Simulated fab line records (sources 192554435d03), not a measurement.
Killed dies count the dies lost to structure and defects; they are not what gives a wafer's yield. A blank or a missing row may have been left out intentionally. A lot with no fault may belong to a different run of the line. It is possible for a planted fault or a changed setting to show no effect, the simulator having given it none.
Which tool was responsible? | flow n5_finfet | 12 lots with 34 wafers sampled at 5 steps, on a route of 1938 steps

== WHAT THE GAUGES SHOWED, per wafer ==
The record holds no reading of a measuring or inspecting step that can be judged against a usual standard deviation.

== WHAT TOOL EACH LOT RAN ON (gives the tool, then ch and the chambers of the sampled wafers, and finally the start) ==
lot  | N5_HKMG_FIN_STRIP_92              | N5_HKMG_FIN_CMP_94            | N5_GATE_CUT_ETCH_56               | N5_GATE_CUT_CMP_02            | N5_PASSIVATION_PROBE_49
L913 | rie_diel-02 ch 1,2,3, day 4 03:11 | cmp-03 ch 1,2, day 4 06:55    | rie_metal-03 ch 0,1, day 4 07:18  | cmp-03 ch 0,2,3, day 4 10:12  | -
L914 | rie_diel-02 ch 1,2,3, day 4 12:46 | cmp-04 ch 0,1, day 4 16:29    | rie_metal-03 ch 0,1, day 4 16:52  | cmp-02 ch 0,1,2, day 4 20:26  | -
L915 | rie_diel-03 ch 0,1,3, day 5 01:04 | cmp-02 ch 0,2,3, day 5 04:59  | rie_metal-02 ch 1, day 5 05:29    | cmp-03 ch 0,2,3, day 5 10:17  | -
L916 | rie_diel-03 ch 0,1,2, day 5 10:59 | cmp-04 ch 0,2,3, day 5 14:47  | rie_metal-02 ch 0,1, day 5 15:07  | cmp-02 ch 1,2,3, day 5 18:01  | -
L917 | rie_diel-04 ch 1,2, day 5 11:15   | cmp-03 ch 0,3, day 5 14:57    | rie_metal-01 ch 0,1, day 5 15:20  | cmp-02 ch 0,3, day 5 18:10    | -
L919 | rie_diel-02 ch 0,2,3, day 5 21:13 | cmp-03 ch 2,3, day 6 01:00    | rie_metal-02 ch 0,1, day 6 01:25  | cmp-01 ch 0,1,2, day 6 04:13  | prober-01, day 13 22:59
L920 | rie_diel-03 ch 0,1,2, day 6 00:53 | cmp-04 ch 0,1,3, day 6 04:58  | rie_metal-02 ch 0,1, day 6 05:18  | cmp-02 ch 1,2,3, day 6 08:08  | -
L921 | rie_diel-03 ch 1, day 6 06:35     | cmp-02 ch 1, day 6 10:37      | rie_metal-02 ch 0, day 6 10:55    | cmp-02 ch 3, day 6 13:52      | -
L929 | rie_diel-02 ch 0,1,2, day 8 08:41 | cmp-02 ch 1,3, day 8 12:35    | rie_metal-03 ch 0,1, day 8 12:57  | cmp-02 ch 0,2,3, day 8 17:17  | -
L930 | rie_diel-03 ch 0,3, day 8 15:52   | cmp-04 ch 1,2,3, day 8 19:38  | rie_metal-03 ch 0,1, day 8 20:01  | cmp-01 ch 1,2, day 8 22:50    | -
L936 | rie_diel-03 ch 0,1,2, day 9 19:58 | cmp-04 ch 1,2,3, day 9 23:43  | rie_metal-01 ch 0,1, day 10 00:04 | cmp-03 ch 0,1,3, day 10 03:03 | -
L935 | rie_diel-02 ch 0,2,3, day 9 22:11 | cmp-04 ch 0,2,3, day 10 01:56 | rie_metal-03 ch 0,1, day 10 02:17 | cmp-02 ch 0,1, day 10 05:21   | -
- N5_HKMG_FIN_STRIP_92: strips SOC in N2/H2, time 20 s.
- N5_HKMG_FIN_CMP_94: polishes, stops on SiNx, t overpolish 4.7 s, target thk 43.299 nm.
- N5_GATE_CUT_ETCH_56: etches TiN in Cl2/Ar, target depth 21.6 nm.
- N5_GATE_CUT_CMP_02: polishes, stops on SiO2, t overpolish 12.7 s, target thk 0 nm.
- N5_PASSIVATION_PROBE_49

== WHAT THE TOOLS THEMSELVES READ (means of the sampled wafers that have a number; where no wafer has one, the mark that the record gives instead) ==
N5_HKMG_FIN_STRIP_92.
lot  | tool        | drypump_motor_current_A (A) | oes_product_au (a.u.) | rf_vpp_V (V) | showerhead_plenum_p_Torr (Torr) | throttle_valve_pct (%)
L913 | rie_diel-02 | 5.7                         | 0.74                  | 55.0         | 3.45                            | 19.3
L914 | rie_diel-02 | 5.7                         | 0.74                  | 53.7         | 3.45                            | 19.3
L915 | rie_diel-03 | 5.5                         | 0.79                  | 54.2         | 3.32                            | 19.1
L916 | rie_diel-03 | 5.5                         | 0.82                  | 54.1         | 3.39                            | 18.9
L917 | rie_diel-04 | 5.9                         | 0.71                  | 53.7         | 3.25                            | 18.8
L919 | rie_diel-02 | 5.4                         | 0.74                  | 54.4         | 3.34                            | 19.2
L920 | rie_diel-03 | 5.4                         | 0.81                  | 54.4         | 3.39                            | 18.9
L921 | rie_diel-03 | 5.3                         | 0.86                  | 54.1         | 3.42                            | 18.5
L929 | rie_diel-02 | 5.6                         | 0.70                  | 54.2         | 3.38                            | 19.2
L930 | rie_diel-03 | 5.7                         | 0.82                  | 54.8         | 3.42                            | 19.3
L936 | rie_diel-03 | 5.4                         | 0.78                  | 54.2         | 3.37                            | 19.0
L935 | rie_diel-02 | 5.4                         | 0.71                  | 53.8         | 3.33                            | 19.2

N5_HKMG_FIN_CMP_94.
lot  | tool   | motor_current_A (A)
L913 | cmp-03 | 10.9
L914 | cmp-04 | 11.5
L915 | cmp-02 | 12.0
L916 | cmp-04 | 11.7
L917 | cmp-03 | 11.9
L919 | cmp-03 | 11.7
L920 | cmp-04 | 11.4
L921 | cmp-02 | 12.2
L929 | cmp-02 | 11.0
L930 | cmp-04 | 11.5
L936 | cmp-04 | 11.5
L935 | cmp-04 | 11.9

N5_GATE_CUT_ETCH_56.
lot  | tool         | bias_w (W) | drypump_motor_current_A (A) | oes_product_au (a.u.) | throttle_valve_pct (%)
L913 | rie_metal-03 | 60.17      | 5.5                         | 0.77                  | 21.11
L914 | rie_metal-03 | 60.21      | 5.6                         | 0.73                  | 20.99
L915 | rie_metal-02 | 60.04      | 6.4                         | 0.64                  | 20.67
L916 | rie_metal-02 | 59.85      | 6.4                         | 0.75                  | 20.74
L917 | rie_metal-01 | 60.03      | 5.5                         | 0.68                  | 20.81
L919 | rie_metal-02 | 60.06      | 6.4                         | 0.74                  | 20.74
L920 | rie_metal-02 | 55.34      | 6.3                         | 0.82                  | 20.81
L921 | rie_metal-02 | 53.09      | 6.4                         | 0.91                  | 20.87
L929 | rie_metal-03 | 60.17      | 5.5                         | 0.74                  | 21.13
L930 | rie_metal-03 | 59.87      | 5.5                         | 0.74                  | 21.13
L936 | rie_metal-01 | 60.17      | 5.4                         | 0.67                  | 20.81
L935 | rie_metal-03 | 60.06      | 5.5                         | 0.73                  | 21.14

N5_GATE_CUT_CMP_02.
lot  | tool   | motor_current_A (A) | overpolish_run_s (s) | time_to_endpoint_s (s)
L913 | cmp-03 | 9.2                 | 12.702               | 26.4
L914 | cmp-02 | 9.4                 | 12.702               | 26.6
L915 | cmp-03 | 9.4                 | 12.709               | 25.7
L916 | cmp-02 | 9.0                 | 12.690               | 27.7
L917 | cmp-02 | 9.0                 | 12.695               | 25.3
L919 | cmp-01 | 8.3                 | 12.700               | 28.4
L920 | cmp-02 | 8.7                 | 12.688               | 25.4
L921 | cmp-02 | 7.8                 | 12.704               | 24.1
L929 | cmp-02 | 9.2                 | 12.702               | 28.3
L930 | cmp-01 | 8.7                 | 12.692               | 23.1
L936 | cmp-03 | 8.7                 | 12.693               | 25.8
L935 | cmp-02 | 9.5                 | 12.704               | 28.2

N5_PASSIVATION_PROBE_49.
lot  | tool      | killed_at_M0_to_M3 | killed_at_M4_up | killed_at_contacts | killed_at_front_end | killed_at_other | killed_dies | killed_open | killed_short
L919 | prober-01 | 39                 | 15              | 13                 | 33                  | 2.3             | 101         | 71          | 30

== THE ANSWER, worked out from the rows above alone ==
Rule: the lots themselves supply what counts as usual. Put in order of their means at a reading, lots are off if they are a third of the lots or fewer, leave a main group of 4 or more, and stand apart from it by a gap of 3 or more times the standard deviation of the main group's means; of several such gaps the widest counts. A main group whose means are all the same, to the digits that the tables above print for the reading, isn't used. Also off: a lot with no number at a reading for which 4 or more lots have one. Any other lot the step has rows for is counted as sound. The gauges are gone through in route order, then the tools' own readings, and for those a lot's mean is taken as printed above. At the first step where some lot is off, the reading lying furthest off is the one used; lots without a number count as furthest.
Off, at N5_GATE_CUT_ETCH_56 on bias_w: L920, L921. Mean 60.06 W and standard deviation 0.12 in the main group.
A tool fits if, at that step or a process step before it, it ran every lot that is off, and no sound lot after the first of them. One fits: N5_GATE_CUT_ETCH_56 on rie_metal-02. A fault onset in the window from L919 (day 6 01:25, its last sound lot) to L920 (day 6 05:18, its first lot off) fits.
On the lots that are off, the tool's own readings at N5_GATE_CUT_ETCH_56 differ by more than 5 times the standard deviation of the sound lots' means, which bears it out; bias_w reads 54.22 W there versus 60.06 W on the sound lots.

== WHAT THE SIMULATOR HAD INSERTED ==
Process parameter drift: rie_metal-02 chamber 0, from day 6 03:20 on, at N5_GATE_CUT_ETCH_56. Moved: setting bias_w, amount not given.
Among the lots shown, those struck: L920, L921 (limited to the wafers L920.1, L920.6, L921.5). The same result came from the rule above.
